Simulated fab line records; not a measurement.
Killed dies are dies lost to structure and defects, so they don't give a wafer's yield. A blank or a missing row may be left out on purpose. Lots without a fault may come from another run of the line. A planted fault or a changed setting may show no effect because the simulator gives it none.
Struck lot and sound lot, side by side || flow nandHarc || 15 out of 1159 route steps
Sound: these wafers, L522.3, L522.5, L522.6. Struck: wafer L543.3. (L543.2 of the same lot was not struck and is left out.) The cause comes at the end.
For every step that has rows: the tool of each side, followed by ch and its chambers, followed by its first start. Under that, the readings that differ: sound wafers || struck wafers || difference of the means || sigmas: that difference in standard deviations of wafers without a fault.
alike: readings whose means differ by less than 2 such deviations, and words and numbers that are the same on both sides. not compared: withheld readings, readings that some wafer has no value for, bounds like >300 that may hide the same value, and numbers for which the record gives no deviation and whose values overlap.
A row with sigmas, a row that says differs or no value, or rows on one side alone: a step with any of these is where the two part. Non-overlapping numbers with no deviation appear without sigmas and do not part them. A reading missing from all wafers of one side parts the sides only when that side holds two or more wafers.

NHARC_A_M0_OVL_MEAS_10: pitch 160 nm.
  sound on overlay-02 at day 17 13:39; struck on overlay-02 at day 23 05:43
  alike: overlayXNm, overlayYNm
NHARC_A_M0_INSPECT_11:
  sound on defectInspect-02 at day 17 13:41; struck on defectInspect-01 at day 23 05:46
  alike: rawDefectCount
NHARC_A_M0_DESCUM_14: chemistry O2, time 3 s.
  sound on rieDiel-13 ch 0,2,3, day 17 13:46; struck on rieDiel-13 ch 2, day 23 05:49
  alike: drypumpMotorCurrentA, oesProductAu, rfVppV, showerheadPlenumPTorr, throttleValvePct
  not compared: rfHoursCounterH
then, 1 step without rows for these wafers: NHARC_A_M0_ETCH_34 (etches the open film in N2/H2, target depth 40 nm, overetch 12 nm, time 43.94 s).
NHARC_A_M0_ETCH_15: etches the open film in C4F8/Ar, target depth 150 nm, overetch 15 nm, time 82.5 s.
  sound on rieDiel-13 ch 0,3; struck on rieDiel-13 ch 1
{"reading": "oesProductAu (a.u.)", "sound": "0.932 0.929 0.939", "struck": 0.989, "difference": "+0.056", "sigmas": "+2"}
  alike: rfVppV
  not compared: rfHoursCounterH
NHARC_A_M0_CD_MEAS_16:
  sound on cdSem-01 at day 17 14:03; struck on cdSem-02 at day 23 06:07
  alike: cdNm
then, 4 steps without rows for these wafers: NHARC_A_M0_STRIP_18 (strips in N2/H2); NHARC_A_M0_STRIP_19 (strips in post etch residue remover, time 600 s); NHARC_A_M0_DEGAS_28 (time 60 s); NHARC_A_M0_PRE_CLEAN_29 (time 30 s).
NHARC_A_M0_PVD_20: deposits TaN, target thk 5 nm, time 8.06 s.
  sound on pvdSputter-03; struck on pvdSputter-02
  alike: chamberPressurePa, throttleValvePct
NHARC_A_M0_PVD_21: deposits Cu, target thk 30 nm, time 20.49 s.
  sound on pvdSputter-03; struck on pvdSputter-02
  alike: chamberPressurePa, throttleValvePct
NHARC_A_M0_ECD_22: material Cu, target thk 400 nm.
  sound on ecdCu-01 ch 0,1, day 17 15:19; struck on ecdCu-01 ch 1, day 23 07:06
NHARC_A_M0_ANNEAL_30: time 90 s.
  sound on rtpAnneal-02 ch 0, day 17 15:41; struck on rtpAnneal-01 ch 0, day 23 07:31
  alike: wafer_temp_C_max
NHARC_A_M0_CMP_23: polishes, t overpolish 20 s, target thk 113.75 nm.
  sound on cmp-03 ch 0,2,3, day 17 15:59; struck on cmp-01 ch 1, day 23 07:52
{"reading": "timeToEndpointS (s)", "sound": "22.6 29.1 28.8", "struck": 10.7, "difference": -16.1, "sigmas": -6}
  alike: motorCurrentA

WHERE THEY PART
Last at NHARC_A_M0_CMP_23 as far as this record goes, first at NHARC_A_M0_ETCH_15.

WHY: what had been put in by the simulator
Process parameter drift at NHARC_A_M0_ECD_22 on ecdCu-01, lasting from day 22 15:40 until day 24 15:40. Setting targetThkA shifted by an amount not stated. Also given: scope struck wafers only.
